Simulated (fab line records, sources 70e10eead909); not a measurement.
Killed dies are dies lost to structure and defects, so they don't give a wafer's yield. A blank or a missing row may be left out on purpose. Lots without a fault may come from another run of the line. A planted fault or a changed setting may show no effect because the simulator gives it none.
fab line records | flow nand_harc
record lots=18 wafers=54 last_day=34
route steps=1302 shown A_STAIRCASE@750
lots that met no fault: from a run of the same line without faults
start_h: hours from the record's first day to the start of the lot's first wafer shown | wait_h: hours since the lot's step before | " the same as in the row above | L1.1+2: a row that stands for several wafers | - no value, or no start given | * or withheld: withheld | < > ~ a bound
route shown NAME@n: a module of which the file shows steps, and the number in the route of the first | usual: mean/standard deviation of fault-free wafers | same: alike in all rows | chamber/n: place in a boat | sites: the reading at each site | _std_site: their standard deviation | _edge_site: outer sites' mean less inner sites' | radius_mm: how far each site lies from the wafer's centre | mask NAME#n: copy n | behind: the tool/chamber that last shaped the wafer | hold: why the lot was held/for how many hours/how that ended | device: the transistor (n, p or np) that didn't switch | end of line: the same wafers' tests at the end of the route | a step without rows: its recipe alone | killed: dies lost to structure and defects at the first sort, not the wafer's yield | map: a wafer's dies, x killed, . not, _ none there
set.NAME: the setting as run; set.NAME@STEP: as run at that earlier step | model.NAME: the simulator's own value behind a step, which no gauge read
steps of the route over a sample of lots; a table a step, a row a wafer
services: from which hour (start_h, from the record's first day; less than 0 if before it) a tool's chamber was out of use, for how many hours, and why
## steps
# step NHARC_A_STAIRCASE_ETCH_236
# recipe target_depth_a=1000 time_s=40.5 ion_energy_ev=400 c4f8_flow_sccm=20 o2_flow_sccm=10 ar_flow_sccm=withheld rf_w=600 bias_w=1000 chemistry=C4F8/O2
# usual oes_product_au=0.943/0.01 rf_fwd_power_W=591.4/3 rf_vpp_V=895/5.9
# columns lot.wafer tool chamber start_h wait_h oes_product_au rf_fwd_power_W rf_hours_counter_h rf_vpp_V
L075.1 rie_diel-04 0 - - 0.956 594.9 1 889
L075.4 " 1 " " 0.932 592.3 1 899
L075.2 " 3 " " 0.956 592.4 1 894
L077.1 rie_diel-04 0 - - 0.939 595.3 15 889
L077.3 " 2 " " 0.943 594.8 11 891
L077.5 " 1 " " 0.945 590.5 - 899
L078.4 rie_diel-07 0 - - 0.947 591.3 33 899
L078.3 " 2 " " 0.957 591.8 27 896
L078.2 " 3 " " 0.943 592.5 33 891
L079.4 rie_diel-02 2 - - 0.943 592.3 3 890
L079.1 " 0 " " 0.937 591.4 3 905
L079.5 " 2 " " 0.945 592.9 - 889
L080.4 rie_diel-02 1 - - 0.934 591.7 6 892
L080.3 " 2 " " 0.928 590.6 5 889
L080.5 " 0 " " 0.937 591.1 - 905
L081.2 rie_diel-04 1 - - 0.958 595.7 37 899
L081.6 " 3 " " 0.937 596.4 - 892
L081.5 " 0 " " 0.945 596.7 - 887
L082.2 rie_diel-02 2 - - 0.929 588.3 16 888
L082.1 " 0 " " 0.947 589.0 15 905
L082.6 " 2 " " 0.919 590.6 - 887
L084.1 rie_diel-02 1 - - 0.928 591.9 15 892
L084.3 " 2 " " 0.933 591.3 17 889
L084.6 " 0 " " 0.961 588.2 - 904
L085.2 rie_diel-07 2 - - 0.935 591.0 3 896
L085.1 " 0 " " 0.962 596.3 3 898
L085.5 " 1 " " 0.960 592.2 - 904
L087.2 rie_diel-07 0 - - 0.937 589.4 5 898
L087.3 " 2 " " 0.953 590.2 6 897
L087.5 " 0 " " 0.937 588.9 - 897
L088.2 rie_diel-04 0 - - 0.954 594.6 61 887
L088.4 " 1 " " 0.935 588.7 54 899
L088.5 " 0 " " 0.948 596.0 - 888
L089.4 rie_diel-02 2 - - 0.930 592.9 32 889
L089.2 " 3 " " 0.947 583.6 37 892
L089.3 " 1 " " 0.920 588.4 28 891
L090.2 rie_diel-02 1 - - 0.935 593.5 37 891
L090.4 " 3 " " 0.951 590.0 48 895
L090.3 " 0 " " 0.946 589.9 46 905
L091.4 rie_diel-02 2 - - 0.928 594.1 46 890
L091.2 " 0 " " 0.945 589.8 49 905
L091.5 " 2 " " 0.924 592.2 - 890
L094.4 rie_diel-02 0 - - 0.942 590.1 0 904
L094.2 " 1 " " 0.964 589.5 0 891
L094.1 " 2 " " 0.955 594.0 0 889
L095.1 rie_diel-04 1 - - 0.947 592.9 16 898
L095.3 " 3 " " 0.931 588.9 12 893
L095.5 " 3 " " 0.951 590.9 - 892
L093.4 rie_diel-02 0 - - 0.964 588.1 1 903
L093.1 " 1 " " 0.952 590.0 1 890
L093.6 " 1 " " 0.957 588.6 - 891
L096.2 rie_diel-02 0 - - 0.950 589.6 5 904
L096.6 " 0 " " 0.951 593.0 - 906
L096.5 " 1 " " 0.942 594.9 - 891
# step NHARC_A_STAIRCASE_ETCH_451
# recipe target_depth_a=300 overetch_a=30 time_s=16.5 ion_energy_ev=100 cf4_flow_sccm=80 o2_flow_sccm=20 ar_flow_sccm=0 rf_w=300 bias_w=100 chemistry=CF4/O2
# usual cf4_flow_sccm=80.02/0.26 drypump_motor_current_A=5.8/0.55 mfc_ar_sccm=0.005/0.0085 oes_f_703_au=1.000/0.005 oes_product_au=0.997/0.0078 rf_fwd_power_W=293.7/1.4 rf_vpp_V=197.6/1.4 showerhead_plenum_p_Torr=1.32/0.062 throttle_valve_pct=13.397/0.0092
# columns lot.wafer tool chamber start_h wait_h cf4_flow_sccm drypump_motor_current_A mfc_ar_sccm oes_f_703_au oes_product_au rf_fwd_power_W rf_hours_counter_h rf_vpp_V showerhead_plenum_p_Torr throttle_valve_pct
L075.4 rie_diel-04 2 - - 79.76 6.3 0.025 1.002 1.002 293.5 5 197.0 1.29 13.407
L075.1 " 0 " " 80.46 6.1 0 0.998 1.011 297.7 6 197.1 1.25 13.396
L075.2 " 1 " " 80.01 6.7 0 1.004 0.996 294.3 7 198.5 1.38 13.386
L077.1 rie_diel-04 3 - - 79.89 6.0 0 0.996 1.010 294.4 12 196.9 1.30 13.383
L077.3 " 0 " " 80.11 6.1 0 1.001 0.997 294.9 17 196.1 1.25 13.394
L077.5 " 3 " " 80.22 6.0 0 0.998 1.003 294.0 - 196.2 1.30 13.377
L078.4 rie_diel-07 0 - - 80.05 6.0 0 1.001 0.995 294.2 34 198.2 1.36 13.374
L078.3 " 1 " " 80.00 6.1 0.024 0.999 0.994 297.2 37 200.4 1.42 13.400
L078.2 " 3 " " 79.89 5.1 0 1.004 0.996 291.4 35 197.2 1.29 13.404
L079.4 rie_diel-02 2 - - 80.06 5.4 0 0.995 0.993 292.0 3 196.5 1.26 13.405
L079.1 " 0 " " 79.88 4.9 0.004 0.999 1.000 292.8 4 200.5 1.45 13.400
L079.5 " 1 " " 79.98 5.7 0.007 1.001 0.997 292.6 - 197.2 1.29 13.384
L080.3 rie_diel-02 0 - - 79.89 4.9 0.004 1.003 0.998 292.2 7 201.7 1.44 13.396
L080.4 " 3 " " 79.82 5.4 0 1.001 1.008 292.0 7 197.7 1.32 13.397
L080.5 " 1 " " 80.26 5.7 0.007 1.003 0.994 294.5 - 196.8 1.29 13.392
L081.2 rie_diel-02 1 - - 80.28 5.6 0.007 1.001 0.989 295.0 15 197.6 1.28 13.413
L081.6 " 0 " " 79.98 4.9 0.004 1.003 0.997 292.6 - 199.9 1.44 13.418
L081.5 " 1 " " 80.03 5.6 0.007 0.995 0.987 294.2 - 197.2 1.28 13.381
L082.1 rie_diel-04 1 - - 80.03 6.7 0 0.995 1.000 295.2 39 198.8 1.37 13.397
L082.2 " 2 " " 79.88 6.3 0.025 1.003 1.005 293.2 35 197.9 1.29 13.402
L082.6 " 0 " " 80.23 6.1 0 0.997 1.001 295.0 - 196.6 1.24 13.410
L084.3 rie_diel-04 3 - - 80.13 6.0 0 0.995 1.001 296.3 38 197.3 1.30 13.400
L084.1 " 2 " " 79.83 6.3 0.025 0.990 1.003 294.9 38 196.4 1.28 13.403
L084.6 " 3 " " 79.70 6.0 0 0.995 1.006 295.8 - 196.0 1.30 13.422
L085.2 rie_diel-02 0 - - 80.06 4.9 0.004 0.995 0.989 292.2 33 200.6 1.44 13.411
L085.1 " 1 " " 80.02 5.7 0.007 1.002 0.986 293.7 24 196.6 1.28 13.400
L085.5 " 3 " " 80.22 5.4 0 1.006 0.994 292.0 - 197.3 1.31 13.393
L087.3 rie_diel-07 2 - - 80.11 6.5 0 1.008 1.005 292.8 9 197.7 1.34 13.392
L087.2 " 1 " " 79.63 6.1 0.024 0.991 0.996 295.3 8 199.3 1.42 13.394
L087.5 " 3 " " 79.61 5.1 0 1.001 0.992 293.0 - 198.6 1.29 13.386
L088.2 rie_diel-07 2 - - 79.86 6.5 0 0.999 1.002 292.7 10 199.0 1.34 13.395
L088.4 " 1 " " 80.08 6.1 0.024 1.000 0.997 296.1 10 199.0 1.42 13.398
L088.5 " 3 " " 80.24 5.1 0 1.003 0.992 292.9 - 197.2 1.29 13.395
L089.2 rie_diel-02 2 - - 79.91 5.4 0 0.998 0.981 293.0 33 196.4 1.25 13.387
L089.4 " 3 " " 79.91 5.4 0 0.997 0.999 292.5 38 196.1 1.31 13.392
L089.3 " 0 " " 79.82 4.9 0.004 1.003 0.994 293.5 37 199.7 1.44 13.390
L090.4 rie_diel-07 3 - - 80.20 5.1 0 1.003 0.989 292.5 19 197.1 1.28 13.399
L090.3 " 0 " " 80.19 6.1 0 1.000 0.991 291.1 18 199.0 1.35 13.399
L090.2 " 1 " " 79.98 6.1 0.024 1.006 1.003 294.2 19 200.8 1.41 13.397
L091.2 rie_diel-02 2 - - 80.44 5.4 0 1.003 0.983 291.6 46 196.4 1.25 13.391
L091.4 " 1 " " 80.12 5.7 0.007 0.998 0.994 294.7 40 198.0 1.28 13.397
L091.5 " 2 " " 80.03 5.4 0 1.011 0.984 294.5 - 196.7 1.25 13.388
L094.1 rie_diel-02 1 - - 80.00 5.7 0.007 0.991 1.006 293.0 1 195.6 1.28 13.387
L094.2 " 2 " " 80.07 5.4 0 0.989 0.998 293.2 1 196.7 1.25 13.405
L094.4 " 3 " " 80.17 5.3 0 0.998 0.998 292.2 1 197.4 1.31 13.383
L095.1 rie_diel-04 1 - - 79.82 6.7 0 0.986 1.001 295.5 16 199.5 1.36 13.402
L095.3 " 3 " " 79.32 6.0 0 1.009 1.001 293.4 12 196.5 1.29 13.398
L095.5 " 0 " " 80.46 6.1 0 0.996 0.998 297.6 - 199.0 1.44 13.415
L093.4 rie_diel-02 3 - - 79.72 5.4 0 0.998 1.001 292.5 3 196.7 1.31 13.405
L093.1 " 1 " " 80.10 5.7 0.007 1.006 1.005 293.8 2 195.7 1.28 13.419
L093.6 " 3 " " 79.68 5.3 0 1.003 1.006 291.6 - 197.8 1.31 13.392
L096.2 rie_diel-07 3 - - 79.92 5.1 0 1.005 0.989 292.0 38 195.4 1.28 13.388
L096.6 " 3 " " 80.08 5.1 0 1.001 0.987 294.0 - 195.7 1.28 13.391
L096.5 " 0 " " 80.70 6.1 0 1.001 1.001 293.6 - 195.1 1.34 13.401
# step NHARC_A_STAIRCASE_DEP_301
# recipe target_thk_a=300 target_thk_nm=30 temp_c=400 pressure_torr=3.5 flow_sccm=200 rf_w=350 material=SiON
# usual chamber_pressure_Torr=3.500/0.0071 heater_power_outer_w=451/59 heater_power_w=749/95 rf_fwd_power_W=348.5/1
# columns lot.wafer tool chamber start_h wait_h chamber_pressure_Torr heater_power_outer_w heater_power_w rf_fwd_power_W
L075.2 pecvd-02 0 395.48 1.3 3.486 390 698 350.2
L075.1 " 1 " " 3.508 497 825 349.4
L075.4 " 2 " " 3.495 474 815 347.2
L077.3 pecvd-04 1 415.38 1.0 3.508 418 718 346.4
L077.1 " 2 " " 3.502 380 626 347.2
L077.5 " 2 " " 3.511 389 627 349.0
L078.2 pecvd-02 1 426.71 1.2 3.503 376 656 348.1
L078.3 " 0 " " 3.502 486 853 348.6
L078.4 " 0 " " 3.502 484 829 350.0
L079.1 pecvd-03 0 428.21 1.6 3.505 495 826 348.8
L079.5 " 1 " " 3.495 386 630 349.5
L079.4 " 2 " " 3.496 423 692 347.2
L080.3 pecvd-02 2 444.55 1.0 3.497 539 909 349.8
L080.5 " 0 " " 3.496 445 782 348.6
L080.4 " 1 " " 3.484 430 750 349.1
L081.2 pecvd-02 2 481.91 1.3 3.503 465 815 348.9
L081.6 " 0 " " 3.503 480 842 346.7
L081.5 " 1 " " 3.505 436 727 349.2
L082.1 pecvd-03 2 482.40 1.5 3.516 454 745 348.5
L082.2 " 0 " " 3.498 559 928 347.7
L082.6 " 2 " " 3.489 453 748 349.5
L084.1 pecvd-02 0 486.23 1.6 3.494 452 814 349.5
L084.3 " 1 " " 3.508 430 724 347.3
L084.6 " 1 " " 3.504 413 709 347.8
L085.2 pecvd-02 0 516.22 1.3 3.507 384 691 347.8
L085.1 " 1 " " 3.502 447 771 348.6
L085.5 " 2 " " 3.512 418 720 348.1
L087.3 pecvd-02 0 524.98 1.0 3.492 470 774 349.9
L087.2 " 1 " " 3.506 385 683 348.2
L087.5 " 0 " " 3.509 470 813 347.5
L088.2 pecvd-04 0 531.78 1.3 3.499 509 811 347.4
L088.5 " 0 " " 3.494 503 799 349.5
L088.4 " 1 " " 3.489 469 718 348.1
L089.2 pecvd-03 0 533.62 1.3 3.511 546 901 347.1
L089.3 " 1 " " 3.498 362 595 348.7
L089.4 " 1 " " 3.504 371 587 351.4
L090.2 pecvd-02 2 554.40 1.2 3.502 527 900 347.4
L090.3 " 0 " " 3.490 454 789 348.7
L090.4 " 1 " " 3.494 458 763 348.8
L091.2 pecvd-03 1 562.14 1.2 3.496 405 650 347.8
L091.4 " 2 " " 3.492 337 589 347.9
L091.5 " 0 " " 3.509 556 886 349.5
L094.1 pecvd-04 2 606.22 1.5 3.493 358 592 351.0
L094.2 " 1 " " 3.501 387 660 347.4
L094.4 " 0 " " 3.497 533 860 346.8
L095.1 pecvd-04 0 606.90 1.6 3.499 485 745 347.5
L095.3 " 1 " " 3.496 403 684 345.9
L095.5 " 2 " " 3.501 385 623 349.4
L093.1 pecvd-03 0 608.15 1.6 3.503 489 772 349.1
L093.4 " 1 " " 3.501 428 647 348.0
L093.6 " 2 " " 3.488 341 585 348.6
L096.2 pecvd-04 2 627.78 1.3 3.501 408 650 348.3
L096.6 " 0 " " 3.502 551 835 349.5
L096.5 " 1 " " 3.499 438 743 345.6
# step NHARC_A_STAIRCASE_ETCH_313
# recipe cf4_flow_sccm=100 chf3_flow_sccm=30 ar_flow_sccm=0 rf_w=500 bias_w=200 chemistry=CF4/CHF3
# usual cf4_flow_sccm=100.0/0.32 drypump_motor_current_A=5.7/0.53 mfc_ar_sccm=0.004/0.0084 oes_product_au=0.926/0.015 rf_fwd_power_W=496.7/1.8 rf_vpp_V=370.1/2.5 showerhead_plenum_p_Torr=1.56/0.071 throttle_valve_pct=16.802/0.0086
# columns lot.wafer tool chamber start_h wait_h cf4_flow_sccm drypump_motor_current_A mfc_ar_sccm oes_product_au rf_fwd_power_W rf_hours_counter_h rf_vpp_V showerhead_plenum_p_Torr throttle_valve_pct
L075.4 rie_diel-04 0 396.40 0.1 101.0 6.1 0 0.923 499.9 15 367.4 1.48 16.805
L075.2 " 2 " " 100.0 6.3 0.025 0.922 496.8 11 369.0 1.52 16.797
L075.1 " 3 " " 100.3 6.0 0 0.928 495.7 10 370.1 1.54 16.790
L077.1 rie_diel-02 3 416.43 0.1 100.1 5.4 0 0.969 492.9 3 369.9 1.56 16.814
L077.3 " 0 " " 99.9 4.9 0.004 0.974 496.6 3 374.6 1.70 16.801
L077.5 " 1 " " 100.0 5.7 0.007 0.961 498.4 - 369.9 1.52 16.801
L078.4 rie_diel-04 2 427.78 0.1 100.0 6.3 0.025 0.928 496.9 20 369.2 1.52 16.791
L078.2 " 0 " " 99.0 6.1 0 0.925 499.2 28 366.9 1.47 16.797
L078.3 " 1 " " 99.8 6.7 0 0.924 496.5 28 372.2 1.62 16.799
L079.4 rie_diel-02 0 429.24 0.1 100.4 4.9 0.004 0.932 495.5 7 374.5 1.70 16.805
L079.1 " 1 " " 100.2 5.7 0.007 0.916 495.3 6 369.5 1.52 16.809
L079.5 " 2 " " 100.2 5.4 0 0.926 494.4 - 366.4 1.48 16.810
L080.3 rie_diel-04 0 445.62 0.1 99.6 6.0 0 0.935 498.3 33 366.5 1.47 16.804
L080.4 " 1 " " 100.4 6.7 0 0.930 497.4 30 372.1 1.62 16.803
L080.5 " 0 " " 99.7 6.0 0 0.931 498.7 - 366.8 1.47 16.807
L081.2 rie_diel-04 2 482.96 0.1 100.0 6.3 0.025 0.933 495.8 41 369.1 1.52 16.802
L081.5 " 3 " " 100.0 6.0 0 0.926 498.3 - 368.8 1.53 16.794
L081.6 " 0 " " 100.6 6.0 0 0.918 496.8 - 369.4 1.47 16.808
L082.2 rie_diel-04 2 483.47 0.1 100.1 6.3 0.025 0.924 496.3 41 368.9 1.52 16.798
L082.1 " 1 " " 100.1 6.7 0 0.920 499.1 45 371.9 1.61 16.795
L082.6 " 3 " " 99.2 6.0 0 0.917 497.9 - 369.4 1.53 16.809
L084.1 rie_diel-02 3 487.35 0.1 99.1 5.4 0 0.916 494.0 29 370.1 1.55 16.810
L084.3 " 0 " " 99.8 4.9 0.004 0.919 496.4 28 373.3 1.69 16.809
L084.6 " 3 " " 99.7 5.4 0 0.918 493.3 - 371.0 1.55 16.794
L085.1 rie_diel-02 0 517.26 0.1 100.7 4.9 0.004 0.918 499.0 37 376.4 1.69 16.801
L085.2 " 1 " " 100.1 5.7 0.007 0.913 497.8 29 368.2 1.51 16.797
L085.5 " 3 " " 99.4 5.4 0 0.912 494.1 - 369.7 1.55 16.818
L087.2 rie_diel-02 2 526.01 0.1 100.1 5.4 0 0.919 495.1 36 367.3 1.48 16.810
L087.3 " 0 " " 100.2 4.9 0.004 0.922 497.4 39 376.8 1.69 16.796
L087.5 " 2 " " 100.6 5.4 0 0.909 496.8 - 367.2 1.48 16.811
L088.4 rie_diel-07 0 532.86 0.1 99.9 6.0 0 0.916 496.6 15 371.3 1.59 16.800
L088.2 " 1 " " 100.3 6.1 0.024 0.913 498.8 16 373.1 1.67 16.817
L088.5 " 3 " " 100.3 5.1 0 0.912 498.6 - 368.6 1.52 16.805
L089.4 rie_diel-02 2 534.69 0.1 100.0 5.4 0 0.901 494.0 43 368.5 1.48 16.793
L089.3 " 0 " " 100.3 4.9 0.004 0.922 496.2 46 374.4 1.69 16.828
L089.2 " 1 " " 100.1 5.7 0.007 0.910 496.5 37 368.6 1.51 16.797
L090.3 rie_diel-02 3 555.34 0.1 100.0 5.3 0 0.912 494.3 53 370.3 1.54 16.807
L090.4 " 0 " " 100.3 4.9 0.004 0.922 497.3 50 374.3 1.69 16.799
L090.2 " 2 " " 99.2 5.4 0 0.916 497.7 48 367.5 1.47 16.798
L091.4 rie_diel-07 3 563.10 0.1 99.5 5.1 0 0.922 496.9 25 369.1 1.51 16.794
L091.2 " 0 " " 100.3 6.1 0 0.923 495.2 21 372.1 1.59 16.790
L091.5 " 1 " " 100.3 6.1 0.024 0.922 496.1 - 373.7 1.66 16.787
L094.2 rie_diel-04 0 607.17 0.1 100.2 6.0 0 0.931 499.6 20 374.7 1.70 16.794
L094.4 " 1 " " 99.8 6.7 0 0.934 498.4 23 370.7 1.60 16.803
L094.1 " 2 " " 100.2 6.3 0.025 0.938 495.5 21 368.8 1.51 16.807
L095.1 rie_diel-02 2 607.99 0.1 100.1 5.4 0 0.961 495.5 9 367.7 1.47 16.804
L095.3 " 3 " " 99.7 5.4 0 0.945 491.0 10 369.5 1.54 16.804
L095.5 " 2 " " 99.8 5.4 0 0.958 496.7 - 368.0 1.47 16.809
L093.1 rie_diel-07 2 609.16 0.1 100.4 6.5 0 0.934 496.9 42 370.5 1.57 16.791
L093.4 " 1 " " 100.2 6.1 0.024 0.930 497.9 43 373.8 1.66 16.807
L093.6 " 2 " " 100.4 6.5 0 0.943 497.3 - 370.4 1.57 16.797
L096.2 rie_diel-04 1 628.69 0.1 99.9 6.7 0 0.925 497.1 30 372.9 1.60 16.801
L096.5 " 2 " " 99.7 6.3 0.025 0.914 494.8 - 369.5 1.50 16.803
L096.6 " 3 " " 99.9 6.0 0 0.921 498.6 - 370.1 1.52 16.799
# step NHARC_A_STAIRCASE_ETCH_453
# recipe target_depth_a=300 overetch_a=30 time_s=16.5 ion_energy_ev=100 cf4_flow_sccm=80 o2_flow_sccm=20 ar_flow_sccm=0 rf_w=300 bias_w=100 chemistry=CF4/O2
# usual cf4_flow_sccm=79.96/0.2 drypump_motor_current_A=5.7/0.54 mfc_ar_sccm=0.004/0.008 oes_f_703_au=1.000/0.0046 oes_product_au=0.997/0.0082 rf_fwd_power_W=293.7/1.3 rf_vpp_V=197.5/1.5 showerhead_plenum_p_Torr=1.33/0.066 throttle_valve_pct=13.396/0.0089
# columns lot.wafer tool chamber start_h wait_h cf4_flow_sccm drypump_motor_current_A mfc_ar_sccm oes_f_703_au oes_product_au rf_fwd_power_W rf_hours_counter_h rf_vpp_V showerhead_plenum_p_Torr throttle_valve_pct
L075.4 rie_diel-04 0 - - 79.89 6.1 0 0.999 0.999 295.4 15 197.1 1.25 13.388
L075.1 " 2 " " 80.18 6.3 0.025 1.011 1.002 293.3 11 196.9 1.29 13.390
L075.2 " 3 " " 80.07 6.0 0 0.995 1.002 294.2 10 197.6 1.30 13.400
L077.1 rie_diel-02 1 - - 79.87 5.7 0.007 1.001 0.985 295.1 3 196.6 1.29 13.385
L077.3 " 3 " " 80.14 5.4 0 0.997 0.991 294.3 3 195.8 1.32 13.413
L077.5 " 0 " " 79.87 4.9 0.004 1.003 0.996 292.8 - 199.4 1.44 13.399
L078.2 rie_diel-04 2 - - 80.07 6.3 0.025 0.997 1.001 294.3 20 197.2 1.29 13.403
L078.3 " 0 " " 80.30 6.0 0 1.000 1.003 295.7 28 196.0 1.25 13.384
L078.4 " 1 " " 80.08 6.8 0 0.999 1.000 292.9 28 198.4 1.37 13.395
L079.1 rie_diel-02 3 - - 79.96 5.4 0 0.996 1.003 292.8 6 195.8 1.32 13.398
L079.4 " 0 " " 80.12 4.9 0.004 0.996 0.999 293.8 7 200.9 1.44 13.409
L079.5 " 3 " " 79.97 5.4 0 1.011 1.007 292.7 - 197.6 1.32 13.392
L080.3 rie_diel-04 0 - - 80.20 6.1 0 0.999 0.984 295.8 33 195.5 1.25 13.393
L080.4 " 3 " " 80.44 6.0 0 1.004 0.996 294.1 25 197.3 1.30 13.400
L080.5 " 1 " " 80.06 6.7 0 1.004 1.001 294.7 - 198.2 1.37 13.401
L081.2 rie_diel-04 0 - - 80.12 6.1 0 1.003 0.978 296.9 49 194.1 1.24 13.406
L081.6 " 3 " " 79.60 6.0 0 1.003 0.999 291.8 - 197.5 1.30 13.423
L081.5 " 0 " " 79.95 6.1 0 1.005 0.993 297.0 - 197.5 1.24 13.387
L082.2 rie_diel-04 3 - - 79.91 6.0 0 0.995 1.000 295.1 42 197.4 1.30 13.384
L082.1 " 2 " " 80.21 6.3 0.025 0.997 1.001 291.7 41 195.7 1.28 13.411
L082.6 " 3 " " 79.68 6.0 0 0.992 0.999 294.4 - 196.7 1.30 13.380
L084.1 rie_diel-02 2 - - 80.09 5.4 0 1.001 0.987 291.4 25 195.2 1.25 13.393
L084.3 " 0 " " 80.16 4.9 0.004 1.003 0.996 292.9 28 200.1 1.44 13.376
L084.6 " 2 " " 80.04 5.4 0 1.005 0.989 291.3 - 196.3 1.25 13.409
L085.2 rie_diel-02 1 - - 79.55 5.7 0.007 0.998 1.001 293.7 29 197.5 1.28 13.395
L085.1 " 2 " " 80.17 5.4 0 0.996 0.987 294.2 33 194.9 1.25 13.398
L085.5 " 3 " " 79.55 5.4 0 1.008 0.995 292.7 - 197.2 1.31 13.394
L087.2 rie_diel-02 1 - - 80.07 5.7 0.007 0.998 0.987 294.0 32 196.7 1.28 13.409
L087.3 " 2 " " 79.65 5.4 0 1.000 0.989 293.5 36 195.9 1.25 13.403
L087.5 " 3 " " 79.76 5.3 0 1.002 0.996 291.2 - 197.1 1.31 13.390
L088.2 rie_diel-07 3 - - 79.95 5.1 0 1.000 1.002 293.8 17 196.5 1.29 13.393
L088.4 " 0 " " 79.98 6.0 0 0.998 0.992 293.1 15 197.7 1.35 13.393
L088.5 " 2 " " 80.23 6.5 0 0.998 1.004 292.9 - 196.7 1.34 13.398
L089.4 rie_diel-02 1 - - 79.73 5.7 0.007 1.001 0.986 294.3 37 196.8 1.28 13.387
L089.2 " 2 " " 80.01 5.4 0 0.996 0.994 292.2 43 194.4 1.25 13.397
L089.3 " 3 " " 79.63 5.4 0 1.010 0.984 293.0 49 198.2 1.31 13.395
L090.4 rie_diel-02 1 - - 79.78 5.7 0.007 1.002 0.982 292.4 41 198.2 1.28 13.396
L090.3 " 2 " " 80.07 5.4 0 0.992 0.982 293.2 48 194.9 1.25 13.388
L090.2 " 0 " " 80.04 4.9 0.004 0.998 0.997 292.8 50 199.0 1.43 13.384
L091.2 rie_diel-07 1 - - 79.80 6.1 0.024 0.999 1.007 295.5 25 198.3 1.41 13.394
L091.4 " 3 " " 79.83 5.1 0 1.009 0.991 293.6 25 196.6 1.28 13.399
L091.5 " 1 " " 79.91 6.1 0.024 1.001 0.996 296.5 - 199.8 1.41 13.402
L094.1 rie_diel-04 0 - - 79.99 6.0 0 1.005 0.989 296.0 20 198.4 1.44 13.381
L094.4 " 1 " " 79.93 6.7 0 0.994 1.003 294.5 23 198.2 1.36 13.391
L094.2 " 2 " " 79.95 6.3 0.025 1.000 1.001 293.9 21 196.4 1.28 13.383
L095.1 rie_diel-02 3 - - 79.88 5.4 0 0.999 1.005 292.6 11 196.9 1.31 13.405
L095.3 " 1 " " 79.87 5.6 0.007 1.009 1.007 292.9 9 196.5 1.28 13.388
L095.5 " 0 " " 79.98 4.9 0.004 0.998 1.004 293.6 - 199.8 1.43 13.404
L093.1 rie_diel-07 1 - - 79.79 6.1 0.024 0.998 1.003 296.0 44 199.5 1.41 13.399
L093.4 " 2 " " 79.56 6.5 0 1.010 1.003 295.2 43 197.9 1.33 13.397
L093.6 " 0 " " 80.21 6.0 0 1.002 1.003 292.4 - 196.7 1.34 13.403
L096.2 rie_diel-04 1 - - 79.97 6.7 0 1.001 1.007 294.2 30 197.6 1.36 13.391
L096.6 " 3 " " 79.71 6.1 0 0.999 1.005 294.0 - 197.1 1.28 13.412
L096.5 " 0 " " 80.01 6.1 0 1.006 0.999 297.4 - 199.1 1.44 13.396
# step NHARC_A_STAIRCASE_ALD_415
# recipe target_thk_a=300 pulse_time_s=6 ald_cycles=300 temp_c=300 material=SiO2
# usual heater_power_outer_w=272/33 heater_power_w=478/41 precursor_pulse_height_rel=1.004/0.02
# columns lot.wafer tool chamber start_h wait_h heater_power_outer_w heater_power_w precursor_pulse_height_rel
L075.1 ald_hk-02 2 400.79 2.6 247 409 0.998
L075.4 " 0 " " 249 469 0.991
L075.2 " 1 " " 346 544 1.009
L077.1 ald_hk-03 1 418.19 0.1 260 441 1.021
L077.3 " 3 " " 258 498 0.972
L077.5 " 1 " " 260 435 0.995
L078.2 ald_hk-03 1 430.48 1.0 260 436 0.991
L078.4 " 2 " " 239 437 0.995
L078.3 " 3 " " 263 509 0.986
L079.1 ald_hk-02 0 431.00 0.1 257 474 1.025
L079.4 " 1 " " 340 540 0.986
L079.5 " 1 433.29 2.4 343 551 1.023
L080.3 ald_hk-02 2 448.60 1.3 243 412 1.031
L080.4 " 0 " " 251 460 1.025
L080.5 " 3 450.91 3.6 317 532 1.023
L081.2 ald_hk-03 1 485.26 0.5 261 430 0.980
L081.5 " 3 " " 249 512 1.035
L081.6 " 0 " " 254 467 1.020
L082.2 ald_hk-02 1 485.75 0.3 348 541 1.012
L082.1 " 2 " " 244 403 0.966
L082.6 " 0 " " 248 471 1.010
L084.1 ald_hk-03 1 489.97 0.7 255 433 0.990
L084.3 " 2 " " 236 433 0.967
L084.6 " 1 " " 261 434 1.036
L085.2 ald_hk-02 2 519.03 0.1 244 407 1.012
L085.1 " 0 " " 258 460 0.996
L085.5 " 2 " " 238 409 0.983
L087.2 ald_hk-03 3 533.68 0.1 264 515 0.996
L087.3 " 0 " " 251 460 1.025
L087.5 " 0 535.98 2.4 247 464 1.027
L088.4 ald_hk-01 0 535.45 0.1 244 467 1.006
L088.2 " 1 " " 294 527 0.998
L088.5 " 1 537.75 2.4 303 514 1.041
L089.3 ald_hk-03 0 536.56 0.1 252 474 0.994
L089.4 " 1 " " 261 453 0.997
L089.2 " 2 " " 239 440 0.986
L090.3 ald_hk-02 3 558.28 0.1 300 486 1.012
L090.4 " 1 " " 350 540 1.006
L090.2 " 2 " " 243 405 0.999
L091.2 ald_hk-01 1 564.86 0.1 299 521 1.015
L091.4 " 3 " " 303 529 1.009
L091.5 " 2 " " 272 476 1.011
L094.1 ald_hk-03 1 609.56 0.5 265 438 0.998
L094.2 " 2 " " 233 428 1.039
L094.4 " 3 " " 259 492 0.971
L095.3 ald_hk-01 3 610.02 0.1 295 537 0.997
L095.1 " 2 " " 265 463 0.987
L095.5 " 3 " " 301 535 0.988
L093.4 ald_hk-03 3 611.90 0.1 262 498 1.021
L093.1 " 2 " " 236 433 1.004
L093.6 " 3 " " 261 485 1.026
L096.2 ald_hk-02 1 630.67 0.3 340 541 0.995
L096.6 " 0 " " 263 476 1.022
L096.5 " 1 " " 335 550 1.013
## services
# columns tool chamber start_h hours kind
pecvd-02 0 346.57 7.1 repair
ald_hk-02 - 348.00 10.0 pm
rie_diel-04 - 356.06 9.0 pm
pecvd-02 - 379.51 0.3 repair
rie_diel-02 2 380.55 4.6 repair
rie_diel-02 1 381.88 2.5 repair
rie_diel-02 1 385.54 6.1 repair
rie_diel-02 - 393.99 9.0 pm
rie_diel-07 3 400.91 2.5 repair
pecvd-02 - 408.22 13.0 pm
rie_diel-04 1 437.29 2.6 repair
rie_diel-07 1 452.42 8.5 repair
ald_hk-03 - 464.29 0.4 repair
rie_diel-07 - 473.40 9.0 pm
rie_diel-02 1 479.20 9.0 repair
rie_diel-07 - 510.32 0.1 repair
rie_diel-04 - 533.09 9.0 pm
rie_diel-02 2 543.98 5.1 repair
rie_diel-07 0 544.77 7.0 repair
ald_hk-03 - 568.85 10.0 pm
rie_diel-02 - 570.99 9.0 pm
pecvd-02 - 589.26 13.0 pm
rie_diel-04 - 611.73 0.7 repair
rie_diel-02 3 618.59 2.6 repair
## key
fault none
